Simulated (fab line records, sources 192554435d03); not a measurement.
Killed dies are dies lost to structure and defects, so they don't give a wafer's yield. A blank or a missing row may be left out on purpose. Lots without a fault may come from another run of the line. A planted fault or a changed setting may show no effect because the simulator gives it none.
Which tool did it? | flow n5_finfet | 8 lots, 24 wafers sampled, at 5 steps of a route of 1938

WHAT THE GAUGES READ, wafer by wafer
N5_SD_EPI_P_CD_MEAS_09: target cd 240 nm.
lot  | measured    | on        | cd_nm (nm)
L363 | day 4 11:40 | cd_sem-03 | 240.1 241.7 240.4
L364 | day 4 16:57 | cd_sem-03 | 240.0 240.7 239.6
L365 | day 4 22:17 | cd_sem-03 | 239.6 239.5 240.2
L367 | day 5 12:50 | cd_sem-03 | 239.6 239.4 239.4
L369 | day 6 02:47 | cd_sem-03 | 239.2 239.3 239.3
L376 | day 7 18:10 | cd_sem-03 | 239.2 239.5 239.6
L380 | day 8 17:23 | cd_sem-01 | 240.1 239.6 239.1
L381 | day 9 02:58 | cd_sem-01 | 240.1 239.8 239.5

N5_BEOL_M4_RC_MEAS_101.
lot  | measured     | on        | CJ_N           | DIBL_N (mV/V)  | DIBL_P (mV/V)  | EOT_N             | IGATE_N (nA/um)      | IOFF_N (nA/um)  | IOFF_N_85C (nA/um) | IOFF_N_LIN (nA/um) | IOFF_N_LONG (nA/um)        | IOFF_P (nA/um) | IOFF_P_85C (nA/um) | IOFF_P_LIN (nA/um) | ION_N (uA/um) | ION_P (uA/um) | RC_DENSE_N (ohm.um) | RC_N (ohm.um)  | REXT_N (ohm.um) | REXT_P (ohm.um)   | RS_SD_N (ohm/sq) | SS_N (mV/dec)  | SS_P (mV/dec)  | VT_N (mV)         | VT_N_LONG (mV)    | VT_N_LVT (mV) | VT_P (mV)      | VT_P_LVT (mV)
L363 | day 10 00:26 | prober-02 | 4.22 4.38 4.36 | 37.3 39.4 37.5 | 37.8 38.5 36.9 | 10.49 10.48 10.59 | 0.0124 0.0138 0.0113 | 0.18 0.21 0.18  | 3.4 3.9 3.5        | 0.086 0.095 0.085  | 5.49e-05 5.48e-05 5.64e-05 | 0.23 0.24 0.22 | 3.9 4.1 3.8        | 0.105 0.105 0.102  | 690 693 689   | 467 462 468   | 18.7 18.6 18.5      | 15.3 15.1 15.1 | 74.7 73.7 73.4  | 100.0 100.7 100.1 | 28.5 27.9 28.3   | 71.9 72.3 71.6 | 74.0 74.5 73.8 | 246.8 245.6 246.4 | 276.1 274.7 275.1 | 94 93 95      | -249 -248 -249 | -97 -97 -97
L364 | day 9 19:16  | prober-02 | 4.35 4.27 4.38 | 36.6 37.9 38.8 | 35.3 38.5 38.1 | 10.57 10.59 10.59 | 0.0130 0.0129 0.0130 | 0.14 0.18 0.19  | 2.8 3.5 3.5        | 0.067 0.082 0.081  | 5.14e-05 5.16e-05 5.22e-05 | 0.16 0.22 0.21 | 3.0 3.8 3.7        | 0.080 0.099 0.096  | 663 684 681   | 449 464 463   | 19.1 19.0 18.7      | 15.7 15.5 15.1 | 73.4 74.6 72.8  | 108.3 106.4 106.5 | 28.1 28.1 28.1   | 72.0 72.4 71.7 | 72.9 74.1 74.2 | 253.8 248.7 249.6 | 277.3 275.3 278.1 | 99 96 97      | -254 -253 -253 | -103 -100 -102
L365 | day 10 00:10 | prober-01 | 4.20 4.32 4.34 | 38.2 38.0 37.1 | 39.4 37.8 36.8 | 10.51 10.47 10.59 | 0.0150 0.0142 0.0116 | 0.22 0.20 0.18  | 4.0 3.8 3.5        | 0.098 0.093 0.086  | 5.72e-05 5.91e-05 5.87e-05 | 0.31 0.29 0.26 | 5.0 4.6 4.2        | 0.140 0.130 0.122  | 697 686 680   | 481 479 466   | 19.3 19.7 20.0      | 15.8 16.1 16.1 | 75.1 74.7 74.8  | 102.1 101.1 102.3 | 28.4 28.8 28.8   | 72.4 72.1 72.2 | 74.2 73.6 73.5 | 245.5 245.1 246.5 | 271.9 272.4 274.8 | 95 96 96      | -244 -243 -247 | -95 -94 -95
L367 | day 10 19:17 | prober-01 | 4.23 - 4.14    | 163.4 - 142.8  | 48.3 48.6 46.7 | 10.82 - 10.58     | 0.0103 - 0.0118      | 482.10 - 319.59 | 2523.8 - 1782.2    | 31.519 - 27.547    | 8.44e-05 - 8.57e-05        | 0.81 0.83 0.71 | 11.2 11.3 10.0     | 0.300 0.312 0.281  | 1083 - 1080   | 524 527 521   | 17.5 - 17.8         | 14.4 - 14.5    | 49.2 - 48.8     | 86.2 87.4 86.7    | 27.2 - 26.9      | 118.4 - 93.1   | 76.4 75.8 74.2 | 101.7 - 105.1     | 274.9 - 274.0     | -50 - -47     | -228 -226 -231 | -74 -73 -75
L369 | day 11 00:59 | prober-01 | 4.01 - -       | 197.8 - -      | 51.7 48.8 46.2 | 10.54 - -         | 0.0126 - -           | 732.68 - -      | 3666.7 - -         | 32.978 - -         | 8.34e-05 - -               | 1.01 0.82 0.65 | 13.6 11.3 9.4      | 0.353 0.317 0.265  | 1081 - -      | 522 527 513   | 17.8 - -            | 14.6 - -       | 50.2 - -        | 82.5 81.6 82.3    | 27.0 - -         | 146.0 - -      | 77.8 75.6 74.9 | 106.0 - -         | 275.9 - -         | -46 - -       | -223 -227 -228 | -73 -74 -79
L376 | day 12 22:56 | prober-01 | 4.37 4.24 4.23 | 33.3 34.7 34.8 | 35.1 36.7 38.0 | 10.36 10.56 10.50 | 0.0159 0.0120 0.0136 | 0.13 0.14 0.15  | 2.6 2.9 3.0        | 0.065 0.072 0.073  | 5.65e-05 5.55e-05 5.53e-05 | 0.18 0.21 0.23 | 3.3 3.6 3.9        | 0.090 0.099 0.105  | 675 682 678   | 461 465 470   | 19.0 19.1 19.5      | 15.9 15.4 15.7 | 76.2 77.5 78.5  | 100.3 100.4 99.7  | 28.3 28.3 28.6   | 70.6 70.8 71.7 | 73.1 72.9 74.3 | 252.0 249.0 249.5 | 276.2 274.6 275.5 | 98 98 97      | -251 -250 -248 | -99 -97 -97
L380 | day 14 10:52 | prober-02 | 4.30 4.44 4.44 | 39.5 40.7 37.4 | 39.0 38.9 35.8 | 10.65 10.47 10.63 | 0.0127 0.0158 0.0137 | 0.18 0.21 0.16  | 3.5 3.9 3.0        | 0.080 0.085 0.071  | 5.24e-05 5.34e-05 5.38e-05 | 0.24 0.24 0.20 | 4.2 4.2 3.5        | 0.109 0.109 0.095  | 664 678 680   | 463 461 461   | 19.1 19.3 18.2      | 15.6 15.7 14.9 | 75.6 75.5 74.5  | 100.9 101.4 99.5  | 28.9 28.5 28.7   | 71.9 73.2 71.3 | 73.9 74.5 73.8 | 249.3 247.9 250.8 | 275.1 277.4 276.7 | 98 98 100     | -248 -247 -250 | -98 -98 -99
L381 | day 14 13:47 | prober-02 | 4.39 4.34 4.31 | 40.8 35.2 37.1 | 40.8 34.0 36.9 | 10.56 10.53 10.50 | 0.0140 0.0145 0.0132 | 0.27 0.13 0.18  | 5.0 2.7 3.5        | 0.111 0.064 0.080  | 5.83e-05 5.62e-05 5.69e-05 | 0.34 0.20 0.25 | 5.5 3.5 4.4        | 0.145 0.101 0.119  | 703 677 679   | 477 463 467   | 18.8 18.6 18.1      | 15.3 15.2 14.6 | 74.6 74.9 74.2  | 101.6 100.7 100.5 | 28.0 27.9 28.1   | 73.1 72.0 71.7 | 74.0 72.0 73.6 | 242.1 251.3 248.0 | 273.1 275.4 273.6 | 91 102 98     | -241 -248 -244 | -92 -98 -95

WHICH TOOL RAN EACH LOT (tool, then ch and the chambers of the sampled wafers, then the start)
lot  | N5_SD_EPI_P_ETCH_37               | N5_SD_ACTIVATION_RTA_00         | N5_ILD0_CMP_07
L363 | rie_diel-04 ch 0,1,3, day 4 11:51 | rtp_anneal-01 ch 0, day 4 17:32 | cmp-01 ch 0,2,3, day 4 20:57
L364 | rie_diel-04 ch 2,3, day 4 17:08   | rtp_anneal-01 ch 0, day 4 20:47 | cmp-02 ch 0,2, day 5 00:14
L365 | rie_diel-02 ch 0,3, day 4 22:27   | rtp_anneal-02 ch 0, day 5 02:12 | cmp-04 ch 0,3, day 5 06:11
L367 | rie_diel-04 ch 1,3, day 5 13:07   | rtp_anneal-01 ch 0, day 5 16:47 | cmp-01 ch 0,1,3, day 5 20:22
L369 | rie_diel-06 ch 0,1,3, day 6 03:43 | rtp_anneal-01 ch 0, day 6 07:24 | cmp-02 ch 0,1, day 6 10:50
L376 | rie_diel-02 ch 0,1, day 7 18:20   | rtp_anneal-02 ch 0, day 7 22:43 | cmp-01 ch 1,2, day 8 02:21
L380 | rie_diel-06 ch 0,2, day 8 17:34   | rtp_anneal-01 ch 0, day 8 21:22 | cmp-02 ch 0,2,3, day 9 02:48
L381 | rie_diel-04 ch 0,1, day 9 03:08   | rtp_anneal-01 ch 0, day 9 06:55 | cmp-02 ch 0,2, day 9 10:45
- N5_SD_EPI_P_ETCH_37: etches SOC in N2/H2, overetch 108 nm, time 486 s.
- N5_SD_ACTIVATION_RTA_00: time 0 s.
- N5_ILD0_CMP_07: polishes SiO2 flowable, stops on poly-Si, t overpolish 1.18 s, target thk 138.88 nm.

WHAT THE TOOLS THEMSELVES READ (means of the sampled wafers that have a number; where no wafer has one, the mark that the record gives instead)
N5_SD_EPI_P_ETCH_37.
lot  | tool        | drypump_motor_current_A (A) | oes_product_au (a.u.) | rf_fwd_power_W (W) | rf_vpp_V (V) | showerhead_plenum_p_Torr (Torr) | temp_c (C) | throttle_valve_pct (%)
L363 | rie_diel-04 | 5.8                         | 0.69                  | 2999               | 239.9        | 2.51                            | 39.92      | 24.1
L364 | rie_diel-04 | 5.4                         | 0.73                  | 2998               | 242.0        | 2.65                            | 39.87      | 23.9
L365 | rie_diel-02 | 6.1                         | 0.79                  | 2991               | 241.5        | 2.54                            | 40.05      | 23.8
L367 | rie_diel-04 | 5.6                         | 0.73                  | 2998               | 241.6        | 2.57                            | 40.00      | 23.9
L369 | rie_diel-06 | 5.9                         | 0.75                  | 2994               | 239.9        | 2.49                            | 40.05      | 23.9
L376 | rie_diel-02 | 6.3                         | 0.65                  | 2999               | 240.3        | 2.45                            | 40.07      | 24.1
L380 | rie_diel-06 | 5.9                         | 0.71                  | 2994               | 242.0        | 2.64                            | 39.97      | 23.5
L381 | rie_diel-04 | 6.1                         | 0.62                  | 2990               | 239.0        | 2.44                            | 40.09      | 24.2

N5_SD_ACTIVATION_RTA_00.
lot  | tool          | lamp_power_pct (%) | lamp_zone_1_pct (%) | lamp_zone_2_pct (%) | lamp_zone_3_pct (%) | lamp_zone_4_pct (%) | lamp_zone_5_pct (%) | lamp_zone_6_pct (%) | lamp_zone_7_pct (%) | wafer_temp_C_max
L363 | rtp_anneal-01 | 8.93               | 8.939               | 8.948               | 8.959               | 8.942               | 8.936               | 8.871               | 9.349               | 974.3
L364 | rtp_anneal-01 | 8.93               | 8.951               | 8.949               | 8.961               | 8.950               | 8.941               | 8.881               | 9.353               | 975.3
L365 | rtp_anneal-02 | 8.99               | 8.958               | 8.962               | 8.942               | 8.942               | 8.921               | 8.897               | 9.339               | 974.1
L367 | rtp_anneal-01 | 10.02              | 10.002              | 10.009              | 10.015              | 10.009              | 10.008              | 9.914               | 10.439              | 972.8
L369 | rtp_anneal-01 | 10.00              | 10.000              | 9.972               | 9.997               | 9.998               | 10.001              | 9.932               | 10.445              | 975.5
L376 | rtp_anneal-02 | 8.88               | 8.957               | 8.941               | 8.956               | 8.943               | 8.955               | 8.875               | 9.345               | 974.0
L380 | rtp_anneal-01 | 8.99               | 8.950               | 8.949               | 8.928               | 8.945               | 8.945               | 8.900               | 9.357               | 976.4
L381 | rtp_anneal-01 | 8.98               | 8.958               | 8.928               | 8.959               | 8.947               | 8.943               | 8.886               | 9.357               | 975.4

N5_ILD0_CMP_07.
lot  | tool   | motor_current_A (A) | retaining_ring_pressure_frac
L363 | cmp-01 | 12.7                | 0.996
L364 | cmp-02 | 13.3                | 0.998
L365 | cmp-04 | 13.1                | 0.998
L367 | cmp-01 | 13.1                | 1.002
L369 | cmp-02 | 12.3                | 0.995
L376 | cmp-01 | 11.7                | 1.000
L380 | cmp-02 | 12.6                | 1.000
L381 | cmp-02 | 12.5                | 1.007

THE ANSWER, worked out from the rows above alone
Rule: what is usual is taken from the lots themselves. Put in order of their means at a reading, lots are off if they are a third of the lots or fewer, leave a main group of 4 or more, and stand apart from it by a gap of 3 or more times the standard deviation of the main group's means; of several such gaps the widest counts. A main group whose means are all the same, to the digits that the tables above print for the reading, isn't used. A lot without any number at a reading at which 4 lots or more have one is off too. The other lots that the step has rows for count as sound. The gauges are gone through in route order, then the tools' own readings, and for those a lot's mean is taken as printed above. The first step at which some lot is off is used, and at that step the reading that is off furthest; a lot without a number counts as furthest.
Off: L367, L369, at N5_BEOL_M4_RC_MEAS_101 (IOFF_N). The main group: mean 0.18 nA/um, standard deviation 0.02.
A tool fits if, at a process step before that reading, it ran every lot that is off, and no sound lot after the first of them. The gauges at N5_BEOL_M4_RC_MEAS_101 aren't tried: what is off there is off at N5_SD_ACTIVATION_RTA_00 too, on other tools, and a gauge's error can't cause that. None of those tried fits.

WHAT THE SIMULATOR HAD PUT IN
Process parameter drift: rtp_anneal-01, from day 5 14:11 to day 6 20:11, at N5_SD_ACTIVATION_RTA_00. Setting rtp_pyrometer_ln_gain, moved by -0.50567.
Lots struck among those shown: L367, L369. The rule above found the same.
